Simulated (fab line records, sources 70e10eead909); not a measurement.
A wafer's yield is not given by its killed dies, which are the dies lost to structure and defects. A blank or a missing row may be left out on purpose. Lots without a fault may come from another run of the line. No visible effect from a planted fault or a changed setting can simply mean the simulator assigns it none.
fab line records    flow nand-harc
record lots=24  wafers=72  last-day=34
route steps=1302 shown A_CONTACT@986
lots that met no fault: taken from a fault-free run of the same line
start-h: the number of hours between the record's first day and the start of the first shown wafer of the lot    wait-h: hours since the lot's step before    " the same as in the row above    L1.1+2: one row covering several wafers at once    - no value, or no start was given    * or withheld: withheld    < > ~ a bound
route shown NAME@n: names a module that has steps shown in the file, with the first one's number in the route    usual: mean and standard deviation over wafers with no fault    same: alike in all rows    chamber/n: place in a boat    sites: the reading at each site    _std_site: the standard deviation of these    _edge_site: inner sites' mean taken away from outer sites' mean    radius-mm: how far each site lies from the wafer's centre    mask NAME#n: copy n    behind: tool/chamber where the wafer was last shaped    hold: why the lot was held/for how many hours/how that ended    device: names the non-switching transistor (n, p or np)    end of line: the tests these same wafers got at the end of their route    a step given without rows: its recipe and nothing more    killed: dies that structure and defects cost at the first sort, which is not the same as the wafer's yield    map: a wafer's dies, x killed, . not, _ none there
set.NAME: setting as actually run; set.NAME@STEP: the setting as run at that earlier step    model.NAME: the simulator's own value behind a step, which no gauge read
the route's steps for a sample of lots (tables are steps, rows are wafers)
services: from which hour (start-h, from the record's first day; less than 0 if before it) a tool's chamber was out of use, for how many hours, and why
## steps
# step NHARC_A_CONTACT_DEP_29
# recipe target-thk-a=1000  target-thk-nm=100  temp-c=400  pressure-torr=3.5  flow-sccm=200  rf-w=350  material=SiON
# usual heater-power-w=781/110
lot.wafer  tool      chamber  start-h  wait-h  heater-power-w
L074.6     pecvd-03  1        494.98   0.1     804
L074.4     "         2        "        "       951
L074.5     "         0        "        "       731
L075.3     pecvd-03  2        500.22   2.4     899
L075.2     "         0        "        "       687
L075.5     "         1        "        "       824
L076.2     pecvd-04  2        500.68   2.9     1087
L076.4     "         2        "        "       1064
L076.5     "         0        "        "       622
L079.2     pecvd-04  2        525.42   2.9     990
L079.1     "         0        "        "       672
L079.4     "         2        "        "       993
L077.2     pecvd-04  1        526.00   2.8     632
L077.3     "         2        "        "       890
L077.1     "         0        "        "       620
L078.1     pecvd-04  1        532.91   3.7     791
L078.3     "         2        "        "       890
L078.4     "         2        "        "       908
L080.3     pecvd-01  0        533.05   2.2     729
L080.1     "         2        "        "       688
L080.5     "         0        "        "       752
L081.3     pecvd-01  1        557.43   2.2     801
L081.1     "         2        "        "       659
L081.4     "         2        "        "       690
L082.3     pecvd-04  2        558.15   2.2     1024
L082.1     "         0        "        "       752
L082.6     "         1        "        "       759
L083.1     pecvd-03  1        575.61   3.6     812
L083.4     "         0        "        "       759
L083.6     "         1        "        "       822
L085.3     pecvd-04  2        590.39   2.1     899
L085.1     "         0        "        "       677
L085.2     "         1        "        "       703
L084.2     pecvd-04  2        591.14   2.9     999
L084.5     "         2        "        "       1028
L084.6     "         0        "        "       638
L086.3     pecvd-01  0        608.01   2.1     743
L086.6     "         1        "        "       790
L086.4     "         2        "        "       608
L087.2     pecvd-03  2        620.05   2.8     805
L087.5     "         0        "        "       813
L087.6     "         1        "        "       801
L089.2     pecvd-03  0        631.52   2.8     738
L089.5     "         1        "        "       809
L089.4     "         2        "        "       951
L088.2     pecvd-01  1        635.78   2.9     744
L088.5     "         2        "        "       598
L088.4     "         0        "        "       701
L090.3     pecvd-01  0        655.02   2.1     735
L090.6     "         0        "        "       758
L090.4     "         1        "        "       693
L091.3     pecvd-03  0        668.26   2.4     792
L091.6     "         1        "        "       713
L091.4     "         2        "        "       891
L093.2     pecvd-01  2        669.85   2.9     649
L093.6     "         1        "        "       822
L093.5     "         2        "        "       679
L092.2     pecvd-03  1        674.00   2.8     833
L092.6     "         2        "        "       845
L092.4     "         0        "        "       735
L094.2     pecvd-04  2        687.91   2.9     956
L094.4     "         1        "        "       794
L094.6     "         2        "        "       982
L095.2     pecvd-01  1        703.99   2.8     815
L095.6     "         2        "        "       598
L095.4     "         0        "        "       747
L097.2     pecvd-03  1        721.05   2.8     827
L097.6     "         2        "        "       925
L097.4     "         0        "        "       799
L096.2     pecvd-01  1        741.56   2.8     817
L096.1     "         2        "        "       693
L096.3     "         0        "        "       743
# step NHARC_A_CONTACT_INSPECT_44
# usual raw-defect-count=74/36
lot.wafer  tool               chamber  start-h  wait-h  raw-defect-count
L074.4     defect-inspect-01  -        495.74   0.0     54
L074.5     "                  -        "        "       52
L074.6     "                  -        "        "       46
L075.2     defect-inspect-01  -        501.06   0.0     20
L075.3     "                  -        "        "       16
L075.5     "                  -        "        "       23
L076.2     defect-inspect-01  -        501.52   0.0     133
L076.4     "                  -        "        "       138
L076.5     "                  -        "        "       142
L079.1     defect-inspect-01  -        526.26   0.0     125
L079.2     "                  -        "        "       88
L079.4     "                  -        "        "       105
L077.1     defect-inspect-01  -        526.86   0.0     55
L077.2     "                  -        "        "       58
L077.3     "                  -        "        "       57
L078.1     defect-inspect-01  -        533.75   0.0     62
L078.3     "                  -        "        "       73
L078.4     "                  -        "        "       69
L080.1     defect-inspect-01  -        533.78   0.0     60
L080.3     "                  -        "        "       65
L080.5     "                  -        "        "       65
L081.1     defect-inspect-01  -        558.12   0.0     105
L081.3     "                  -        "        "       104
L081.4     "                  -        "        "       105
L082.1     defect-inspect-02  -        558.84   0.0     76
L082.3     "                  -        "        "       71
L082.6     "                  -        "        "       55
L083.1     defect-inspect-01  -        576.28   0.0     27
L083.4     "                  -        "        "       31
L083.6     "                  -        "        "       26
L085.1     defect-inspect-02  -        591.11   0.0     65
L085.2     "                  -        "        "       50
L085.3     "                  -        "        "       60
L084.2     defect-inspect-01  -        591.96   0.0     91
L084.5     "                  -        "        "       83
L084.6     "                  -        "        "       98
L086.3     defect-inspect-01  -        608.86   0.0     132
L086.4     "                  -        "        "       138
L086.6     "                  -        "        "       134
L087.2     defect-inspect-02  -        620.77   0.0     24
L087.5     "                  -        "        "       19
L087.6     "                  -        "        "       34
L089.2     defect-inspect-02  -        632.24   0.0     116
L089.4     "                  -        "        "       102
L089.5     "                  -        "        "       89
L088.2     defect-inspect-02  -        636.45   0.0     59
L088.4     "                  -        "        "       77
L088.5     "                  -        "        "       82
L090.3     defect-inspect-02  -        655.87   0.0     58
L090.4     "                  -        "        "       64
L090.6     "                  -        "        "       64
L091.3     defect-inspect-02  -        669.04   0.0     73
L091.4     "                  -        "        "       80
L091.6     "                  -        "        "       85
L093.2     defect-inspect-01  -        670.67   0.0     107
L093.5     "                  -        "        "       123
L093.6     "                  -        "        "       116
L092.2     defect-inspect-02  -        674.74   0.0     101
L092.4     "                  -        "        "       113
L092.6     "                  -        "        "       111
L094.2     defect-inspect-02  -        688.60   0.0     39
L094.4     "                  -        "        "       25
L094.6     "                  -        "        "       22
L095.2     defect-inspect-01  -        704.72   0.0     72
L095.4     "                  -        "        "       81
L095.6     "                  -        "        "       77
L097.2     defect-inspect-01  -        721.77   0.0     17
L097.4     "                  -        "        "       17
L097.6     "                  -        "        "       17
L096.1     defect-inspect-01  -        742.40   0.0     105
L096.2     "                  -        "        "       87
L096.3     "                  -        "        "       91
# step NHARC_A_CONTACT_ETCH_117
# recipe source-w=withheld  pressure-mtorr=20  bias-v=3000  time-s=190  target-depth-a=18500  ar-flow-sccm=withheld  c4f8-flow-sccm=withheld  o2-flow-sccm=withheld  chemistry=C4F8/O2/Ar
lot.wafer  tool             chamber  start-h  wait-h  rf-hours-counter-h
L074.4     har-cap-etch-02  0        498.76   0.1     -
L074.5     "                1        "        "       -
L074.6     "                0        "        "       -
L075.2     har-cap-etch-03  1        504.15   0.1     41
L075.3     "                0        "        "       -
L075.5     "                0        "        "       -
L076.2     har-cap-etch-02  1        505.37   0.1     87
L076.4     "                0        "        "       -
L076.5     "                1        "        "       -
L079.1     har-cap-etch-01  1        529.23   0.1     2
L079.2     "                0        "        "       2
L079.4     "                1        "        "       -
L077.2     har-cap-etch-02  0        529.79   0.1     92
L077.1     "                1        "        "       92
L077.3     "                1        "        "       -
L080.1     har-cap-etch-01  0        536.72   0.1     5
L080.3     "                1        "        "       -
L080.5     "                0        "        "       -
L078.1     har-cap-etch-03  0        536.81   0.1     48
L078.4     "                1        "        "       -
L078.3     "                0        "        "       -
L081.1     har-cap-etch-03  1        561.07   0.1     54
L081.4     "                0        "        "       -
L081.3     "                1        "        "       -
L082.1     har-cap-etch-02  0        565.03   0.1     100
L082.3     "                1        "        "       -
L082.6     "                1        "        "       -
L083.1     har-cap-etch-02  0        579.22   0.1     102
L083.4     "                0        "        "       -
L083.6     "                1        "        "       -
L085.2     har-cap-etch-02  0        594.04   0.1     104
L085.1     "                1        "        "       104
L085.3     "                0        "        "       -
L084.2     har-cap-etch-03  0        594.90   0.1     59
L084.5     "                0        "        "       -
L084.6     "                1        "        "       -
L086.4     har-cap-etch-01  0        611.86   0.1     -
L086.3     "                1        "        "       -
L086.6     "                1        "        "       -
L087.2     har-cap-etch-01  1        623.76   0.1     20
L087.6     "                0        "        "       -
L087.5     "                1        "        "       -
L089.2     har-cap-etch-02  0        635.19   0.1     110
L089.4     "                1        "        "       -
L089.5     "                1        "        "       -
L088.2     har-cap-etch-02  0        639.43   0.1     112
L088.4     "                1        "        "       -
L088.5     "                1        "        "       -
L090.4     har-cap-etch-02  0        658.87   0.1     -
L090.3     "                1        "        "       -
L090.6     "                0        "        "       -
L091.3     har-cap-etch-03  1        672.03   0.1     -
L091.4     "                0        "        "       -
L091.6     "                1        "        "       -
L093.2     har-cap-etch-02  0        673.63   0.1     118
L093.6     "                1        "        "       -
L093.5     "                0        "        "       -
L092.2     har-cap-etch-03  1        677.70   0.1     73
L092.4     "                0        "        "       -
L092.6     "                0        "        "       -
L094.2     har-cap-etch-02  0        691.87   0.2     122
L094.4     "                1        "        "       -
L094.6     "                0        "        "       -
L095.2     har-cap-etch-03  0        707.65   0.1     79
L095.4     "                1        "        "       -
L095.6     "                0        "        "       -
L097.2     har-cap-etch-03  1        724.76   0.1     81
L097.4     "                1        "        "       -
L097.6     "                0        "        "       -
L096.1     har-cap-etch-01  1        745.39   0.1     39
L096.2     "                0        "        "       39
L096.3     "                0        "        "       -
# step NHARC_A_CONTACT_ETCH_132
# recipe source-w=withheld  pressure-mtorr=20  bias-v=3000  time-s=197  target-depth-a=19240  ar-flow-sccm=withheld  c4f8-flow-sccm=withheld  o2-flow-sccm=withheld  chemistry=C4F8/O2/Ar
lot.wafer  tool             chamber  start-h  wait-h  rf-hours-counter-h
L074.4     har-cap-etch-03  0        509.42   0.1     -
L074.6     "                0        "        "       -
L074.5     "                1        "        "       -
L075.2     har-cap-etch-02  1        514.51   0.1     90
L075.3     "                0        "        "       -
L075.5     "                1        "        "       -
L076.2     har-cap-etch-03  1        515.63   0.1     46
L076.4     "                0        "        "       -
L076.5     "                0        "        "       -
L079.2     har-cap-etch-02  0        539.95   0.1     95
L079.1     "                1        "        "       95
L079.4     "                0        "        "       -
L077.2     har-cap-etch-01  1        540.77   0.1     7
L077.1     "                0        "        "       7
L077.3     "                1        "        "       -
L078.1     har-cap-etch-03  1        546.94   0.2     51
L078.4     "                1        "        "       -
L078.3     "                0        "        "       -
L080.1     har-cap-etch-02  1        547.57   0.1     97
L080.3     "                1        "        "       -
L080.5     "                1        "        "       -
L081.1     har-cap-etch-01  1        572.87   0.2     12
L081.4     "                0        "        "       -
L081.3     "                1        "        "       -
L082.1     har-cap-etch-03  1        575.17   0.1     57
L082.3     "                0        "        "       -
L082.6     "                1        "        "       -
L083.1     har-cap-etch-01  0        589.87   0.1     15
L083.4     "                0        "        "       -
L083.6     "                1        "        "       -
L084.2     har-cap-etch-03  1        605.16   0.1     62
L084.6     "                0        "        "       -
L084.5     "                1        "        "       -
L085.2     har-cap-etch-02  1        605.26   0.2     107
L085.1     "                0        "        "       107
L085.3     "                1        "        "       -
L086.4     har-cap-etch-03  1        627.09   0.1     -
L086.3     "                0        "        "       -
L086.6     "                0        "        "       -
L087.2     har-cap-etch-01  1        637.02   0.1     22
L087.5     "                1        "        "       -
L087.6     "                0        "        "       -
L089.2     har-cap-etch-03  0        645.51   0.1     68
L089.4     "                1        "        "       -
L089.5     "                0        "        "       -
L088.2     har-cap-etch-02  0        650.01   0.1     115
L088.4     "                1        "        "       -
L088.5     "                0        "        "       -
L090.3     har-cap-etch-01  0        669.71   0.1     -
L090.4     "                1        "        "       -
L090.6     "                1        "        "       -
L091.4     har-cap-etch-02  1        684.78   0.2     -
L091.3     "                0        "        "       -
L091.6     "                0        "        "       -
L093.2     har-cap-etch-01  0        687.38   0.1     30
L093.6     "                1        "        "       -
L093.5     "                0        "        "       -
L092.2     har-cap-etch-03  1        689.30   0.1     76
L092.4     "                1        "        "       -
L092.6     "                1        "        "       -
L094.2     har-cap-etch-02  1        703.68   0.2     125
L094.4     "                1        "        "       -
L094.6     "                1        "        "       -
L095.2     har-cap-etch-02  0        720.00   0.2     127
L095.4     "                1        "        "       -
L095.6     "                0        "        "       -
L097.2     har-cap-etch-03  0        735.40   0.1     84
L097.4     "                0        "        "       -
L097.6     "                1        "        "       -
L096.1     har-cap-etch-01  1        760.01   0.1     44
L096.2     "                0        "        "       44
L096.3     "                0        "        "       -
# step NHARC_A_CONTACT_ETCH_97
# recipe target-depth-a=200  over-etch-frac=0.5  time-s=10  ion-energy-ev=250  c4f6-flow-sccm=25  o2-flow-sccm=20  ar-flow-sccm=500  rf-w=600  bias-w=500  chemistry=C4F6/O2
# usual drypump-motor-current-A=5.8/0.38  oes-product-au=0.958/0.027  rf-vpp-V=548/3.4  showerhead-plenum-p-Torr=3.96/0.16  throttle-valve-pct=26.903/0.0086
lot.wafer  tool         chamber  start-h  wait-h  drypump-motor-current-A  oes-product-au  rf-hours-counter-h  rf-vpp-V  showerhead-plenum-p-Torr  throttle-valve-pct
L074.4     rie-diel-08  0        -        -       6.1                      0.936           23                  550       4.04                      26.893
L074.6     "            0        "        "       6.1                      0.938           -                   548       4.04                      26.915
L074.5     "            1        "        "       6.1                      0.941           -                   544       3.78                      26.893
L075.3     rie-diel-09  2        -        -       6.1                      1.000           1                   552       4.20                      26.908
L075.2     "            3        "        "       6.5                      1.009           1                   547       3.93                      26.919
L075.5     "            3        "        "       6.5                      1.003           -                   547       3.93                      26.912
L076.2     rie-diel-08  1        -        -       6.1                      0.950           25                  542       3.78                      26.916
L076.4     "            0        "        "       6.0                      0.944           24                  548       4.04                      26.904
L076.5     "            2        "        "       5.6                      0.950           -                   552       4.10                      26.894
L079.1     rie-diel-08  2        -        -       5.6                      0.950           28                  549       4.09                      26.907
L079.2     "            3        "        "       5.9                      0.960           30                  550       4.08                      26.910
L079.4     "            0        "        "       6.0                      0.934           28                  550       4.03                      26.910
L077.2     rie-diel-01  2        -        -       5.8                      0.952           44                  553       4.16                      26.909
L077.1     "            3        "        "       5.9                      0.939           52                  541       3.71                      26.911
L077.3     "            0        "        "       5.4                      0.948           58                  544       3.83                      26.908
L078.3     rie-diel-09  0        -        -       6.0                      1.002           12                  542       3.68                      26.905
L078.4     "            1        "        "       4.7                      1.009           13                  547       3.94                      26.906
L078.1     "            2        "        "       6.2                      1.007           12                  552       4.19                      26.904
L080.1     rie-diel-09  3        -        -       6.4                      0.990           12                  546       3.92                      26.897
L080.3     "            2        "        "       6.2                      0.985           12                  554       4.19                      26.902
L080.5     "            3        "        "       6.5                      0.987           -                   547       3.92                      26.912
L081.1     rie-diel-01  3        -        -       5.9                      0.999           1                   543       3.70                      26.902
L081.4     "            0        "        "       5.4                      1.007           1                   544       3.82                      26.902
L081.3     "            1        "        "       5.5                      0.993           1                   546       3.89                      26.910
L082.3     rie-diel-08  0        -        -       6.0                      0.934           4                   549       4.03                      26.901
L082.1     "            1        "        "       6.1                      0.951           3                   546       3.78                      26.914
L082.6     "            2        "        "       5.6                      0.927           -                   550       4.09                      26.903
L083.4     rie-diel-09  3        -        -       6.5                      0.953           25                  547       3.91                      26.907
L083.1     "            0        "        "       6.0                      0.934           27                  543       3.67                      26.905
L083.6     "            1        "        "       4.7                      0.943           -                   548       3.93                      26.916
L084.2     rie-diel-08  1        -        -       6.1                      0.954           8                   543       3.77                      26.903
L084.6     "            3        "        "       5.8                      0.926           -                   550       4.08                      26.903
L084.5     "            0        "        "       6.0                      0.928           -                   550       4.03                      26.890
L085.2     rie-diel-08  2        -        -       5.6                      0.925           7                   550       4.09                      26.892
L085.3     "            3        "        "       5.8                      0.944           8                   551       4.08                      26.896
L085.1     "            1        "        "       6.1                      0.930           8                   544       3.77                      26.913
L086.4     rie-diel-08  2        -        -       5.6                      0.904           11                  549       4.09                      26.905
L086.3     "            1        "        "       6.1                      0.923           12                  543       3.77                      26.904
L086.6     "            2        "        "       5.6                      0.911           -                   549       4.09                      26.902
L087.2     rie-diel-08  2        -        -       5.6                      0.934           14                  550       4.08                      26.908
L087.6     "            1        "        "       6.1                      0.952           -                   545       3.77                      26.895
L087.5     "            2        "        "       5.6                      0.938           -                   550       4.09                      26.903
L089.2     rie-diel-08  2        -        -       5.6                      0.945           14                  551       4.08                      26.885
L089.4     "            0        "        "       6.0                      0.955           15                  549       4.02                      26.908
L089.5     "            2        "        "       5.6                      0.938           -                   550       4.08                      26.890
L088.2     rie-diel-08  0        651.14   0.1     6.0                      0.948           15                  548       4.02                      26.905
L088.4     "            1        "        "       6.1                      0.949           -                   543       3.77                      26.916
L088.5     "            3        "        "       5.9                      0.957           -                   551       4.08                      26.919
L090.3     rie-diel-09  0        -        -       6.0                      0.946           54                  541       3.65                      26.904
L090.4     "            1        "        "       4.7                      0.944           55                  546       3.91                      26.903
L090.6     "            1        "        "       4.7                      0.943           -                   546       3.91                      26.898
L091.3     rie-diel-08  2        686.03   0.1     5.6                      0.953           22                  551       4.08                      26.897
L091.4     "            0        "        "       6.0                      0.949           -                   549       4.02                      26.886
L091.6     "            2        "        "       5.6                      0.949           -                   551       4.08                      26.903
L093.2     rie-diel-01  1        -        -       5.5                      0.989           40                  546       3.87                      26.907
L093.5     "            3        "        "       5.9                      1.002           -                   541       3.68                      26.909
L093.6     "            0        "        "       5.4                      1.010           -                   544       3.80                      26.896
L092.2     rie-diel-09  1        -        -       4.7                      0.999           0                   546       3.91                      26.904
L092.4     "            3        "        "       6.5                      0.983           0                   546       3.89                      26.921
L092.6     "            1        "        "       4.7                      0.988           -                   546       3.91                      26.904
L094.4     rie-diel-08  3        -        -       5.8                      0.953           26                  550       4.07                      26.918
L094.2     "            1        "        "       6.1                      0.937           25                  543       3.76                      26.893
L094.6     "            3        "        "       5.8                      0.947           -                   550       4.07                      26.910
L095.4     rie-diel-08  0        -        -       6.0                      0.953           26                  548       4.02                      26.902
L095.2     "            3        "        "       5.8                      0.978           28                  550       4.07                      26.908
L095.6     "            1        "        "       6.1                      0.969           -                   544       3.76                      26.903
L097.4     rie-diel-08  0        -        -       6.0                      0.970           1                   547       4.02                      26.909
L097.2     "            1        "        "       6.1                      0.966           1                   544       3.76                      26.907
L097.6     "            1        "        "       6.1                      0.967           -                   545       3.76                      26.889
L096.2     rie-diel-01  2        -        -       5.8                      0.939           4                   549       4.12                      26.906
L096.3     "            3        "        "       5.9                      0.949           4                   543       3.67                      26.900
L096.1     "            0        "        "       5.4                      0.937           4                   546       3.79                      26.900
# step NHARC_A_CONTACT_DEP_84
# recipe target-thk-a=28000  temp-c=400  material=aC
# usual throttle-valve-pct=34.999/0.01
lot.wafer  tool        chamber  start-h  wait-h  throttle-valve-pct
L074.4     acl-dep-01  0        512.34   -       35.006
L074.5     "           0        "        "       34.991
L074.6     "           0        "        "       34.996
L075.2     acl-dep-01  0        516.90   -       34.991
L075.3     "           0        "        "       35.008
L075.5     "           0        "        "       34.998
L076.2     acl-dep-01  0        518.62   -       34.979
L076.4     "           0        "        "       35.005
L076.5     "           0        "        "       35.014
L079.1     acl-dep-02  0        543.05   -       34.992
L079.2     "           0        "        "       35.016
L079.4     "           0        "        "       34.995
L077.1     acl-dep-02  0        544.76   -       34.993
L077.2     "           0        "        "       34.989
L077.3     "           0        "        "       35.020
L078.1     acl-dep-01  0        549.85   -       34.990
L078.3     "           0        "        "       34.997
L078.4     "           0        "        "       35.017
L080.1     acl-dep-02  0        550.25   -       34.987
L080.3     "           0        "        "       34.998
L080.5     "           0        "        "       34.997
L081.1     acl-dep-02  0        575.20   -       34.990
L081.3     "           0        "        "       35.006
L081.4     "           0        "        "       34.997
L082.1     acl-dep-03  0        577.30   -       34.989
L082.3     "           0        "        "       34.983
L082.6     "           0        "        "       35.002
L083.1     acl-dep-03  0        592.96   -       35.017
L083.4     "           0        "        "       34.994
L083.6     "           0        "        "       34.985
L084.2     acl-dep-01  0        611.92   -       34.996
L084.5     "           0        "        "       35.010
L084.6     "           0        "        "       35.016
L085.1     acl-dep-03  0        612.19   -       35.004
L085.2     "           0        "        "       35.016
L085.3     "           0        "        "       34.991
L086.3     acl-dep-02  0        633.45   -       34.999
L086.4     "           0        "        "       35.008
L086.6     "           0        "        "       34.992
L087.2     acl-dep-02  0        639.44   -       34.989
L087.5     "           0        "        "       34.987
L087.6     "           0        "        "       34.997
L089.2     acl-dep-02  0        648.77   -       34.991
L089.4     "           0        "        "       35.003
L089.5     "           0        "        "       34.991
L088.2     acl-dep-01  0        652.56   -       35.010
L088.4     "           0        "        "       35.006
L088.5     "           0        "        "       35.001
L090.3     acl-dep-02  0        672.84   -       34.997
L090.4     "           0        "        "       34.998
L090.6     "           0        "        "       34.998
L091.3     acl-dep-02  0        688.47   -       35.010
L091.4     "           0        "        "       34.988
L091.6     "           0        "        "       35.014
L093.2     acl-dep-02  0        689.91   -       34.994
L093.5     "           0        "        "       34.996
L093.6     "           0        "        "       35.013
L092.2     acl-dep-02  0        691.72   -       35.006
L092.4     "           0        "        "       35.007
L092.6     "           0        "        "       35.013
L094.2     acl-dep-02  0        706.07   -       34.994
L094.4     "           0        "        "       34.997
L094.6     "           0        "        "       34.992
L095.2     acl-dep-03  0        722.62   -       34.998
L095.4     "           0        "        "       34.995
L095.6     "           0        "        "       34.998
L097.2     acl-dep-03  0        737.82   -       35.010
L097.4     "           0        "        "       34.992
L097.6     "           0        "        "       35.011
L096.1     acl-dep-01  0        762.13   -       34.978
L096.2     "           0        "        "       34.995
L096.3     "           0        "        "       34.989
## services
tool             chamber  start-h  hours  kind
acl-dep-03       -        480.96   13.0   pm
pecvd-01         -        492.36   13.0   pm
har-cap-etch-01  -        497.00   17.0   pm
pecvd-03         -        499.17   0.6    repair
rie-diel-09      -        499.71   9.0    pm
rie-diel-08      -        546.12   9.0    pm
pecvd-03         -        547.14   13.0   pm
acl-dep-01       -        551.59   13.0   pm
pecvd-03         -        568.87   2.7    repair
har-cap-etch-03  -        583.84   0.6    repair
acl-dep-02       -        605.33   13.0   pm
pecvd-04         -        631.52   13.0   pm
rie-diel-08      2        650.03   5.1    repair
acl-dep-03       -        662.18   13.0   pm
pecvd-01         -        673.36   13.0   pm
rie-diel-09      -        676.71   9.0    pm
rie-diel-08      0        693.17   7.0    repair
rie-diel-09      0        718.17   5.7    repair
rie-diel-08      -        723.12   9.0    pm
pecvd-03         -        728.14   13.0   pm
har-cap-etch-03  -        728.64   0.8    repair
acl-dep-01       -        735.64   13.0   pm
har-cap-etch-02  -        754.00   17.0   pm
rie-diel-08      0        757.23   3.3    repair
## key
fault none
